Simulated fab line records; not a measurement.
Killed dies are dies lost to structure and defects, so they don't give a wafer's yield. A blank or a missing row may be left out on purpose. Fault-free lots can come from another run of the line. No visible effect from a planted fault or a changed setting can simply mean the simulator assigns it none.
Code-filled problem report in 8D (eight disciplines) form    flow n5-finfet    the parts of the form that need people (team, actions taken, sign-off) are left out

== 1. THE PROBLEM ==
Wafers without a fault read 2.1, standard deviation 1.4; raw-defect-count at N5_BEOL_M0_CUTY_INSPECT_59 reads a mean of 12.0 on 2 wafers belonging to 2 lots. That is +7.1 standard deviations from the usual mean.
The step: inspects for defects (macro).
Seen first at day 10 00:24 on defect-inspect-02, wafer L681.4. The record holds 28 wafers of 10 lots with a number at this step. Rule for "out", or "out of limits": more than 4 standard deviations from the usual mean. The rest of the wafers with a number are treated as sound.

== 2. WHAT IT IS; WHAT IT IS NOT ==
question                     is                 is not
which readings at this step  raw-defect-count   -
which lots                   L681, L682         L666, L671, L675, L676, L678, L679, L686, L687
which wafers of those lots   L681.4, L682.6     L681.1, L681.2, L682.4, L682.5
read on which gauges         defect-inspect-02  defect-inspect-01
when                         from day 10 00:24  up to then (18 sound wafers); but 8 sound wafers of L682, L686, L687 came after

== 3. THE SUSPECTS, EACH WITH WHAT RULES IT OUT ==
Counting: any tool at a process step up to the reading remains a suspect provided it ran every lot that is out. Sound lots after the first of them don't rule it out here, since some wafers of a struck lot are sound.
- the gauge at N5_BEOL_M0_CUTY_INSPECT_59: kept. All the wafers that are out were read on defect-inspect-02, and no step on other tools shows them out.
- vapor-etch-02 at N5_BEOL_M0_SAQP_RECESS_109 (chemistry HF/NH3, target SiO2, target depth 3 nm, afs cycles 1, sublimation time 60 s): kept. Ran every lot that is out, first one L681 (day 9 21:37); last sound lot up to then L678 (day 9 03:57).
- rie-diel-06 at N5_BEOL_M0_SAQP_CUT_ETCH_46 (etches SOC in N2/H2, target depth 135 nm, overetch 27 nm, time 202.5 s): kept. Ran every lot that is out, first one L681 (day 9 23:02); last sound lot up to then L679 (day 9 11:45).
- Within rie-diel-06 at N5_BEOL_M0_SAQP_CUT_ETCH_46: the wafers that are out ran in chamber 0; their sound lot-mates ran in chambers 1, 2, 3.
vapor-etch-02 at N5_BEOL_M0_SAQP_RECESS_109, rie-diel-06 at N5_BEOL_M0_SAQP_CUT_ETCH_46 and defect-inspect-02 at N5_BEOL_M0_CUTY_INSPECT_59 are what is left after counting.

== 4. THE CAUSE (what the simulator had put in) ==
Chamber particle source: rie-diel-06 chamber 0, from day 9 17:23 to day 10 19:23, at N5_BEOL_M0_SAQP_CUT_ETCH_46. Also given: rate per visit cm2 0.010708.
This tool is one of the 3 suspects left after counting.

== 5. THE CHAIN OF EFFECTS, in route order ==
One row per reading whose mean, taken over the struck wafers that have a number, lies over 3 standard deviations from the usual. Only readings whose record carries a usual standard deviation are examined. hours: median over the lots of the time between each lot's start at the first step of this table that gives one and its start at this step. sigmas: the change, counted in usual standard deviations.
hours  step                        reading           usual  on struck wafers  change  sigmas
0      N5_BEOL_M0_CUTY_INSPECT_59  raw-defect-count  2.1    12.0              +9.9    +7.1
Later measuring or inspecting steps at which every struck wafer that the step has a row for has a number for every such reading, and none has moved that far: N5_BEOL_M4_RC_MEAS_101.

== 6. HOW IT WOULD HAVE BEEN CAUGHT EARLIER ==
In this record the first reading out of limits at a measuring or inspecting step was taken at day 10 00:24, 7 hours after the fault began at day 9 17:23.
Of the tool readings at N5_BEOL_M0_SAQP_CUT_ETCH_46 for which the record gives a usual standard deviation, none was out on any struck wafer, so an alarm limit of 4 standard deviations on them would not have fired.
Among the 2 lots that are out, L682 began N5_BEOL_M0_SAQP_CUT_ETCH_46 on rie-diel-06 after day 10 00:24. A hold on the tool at that time would have spared it.
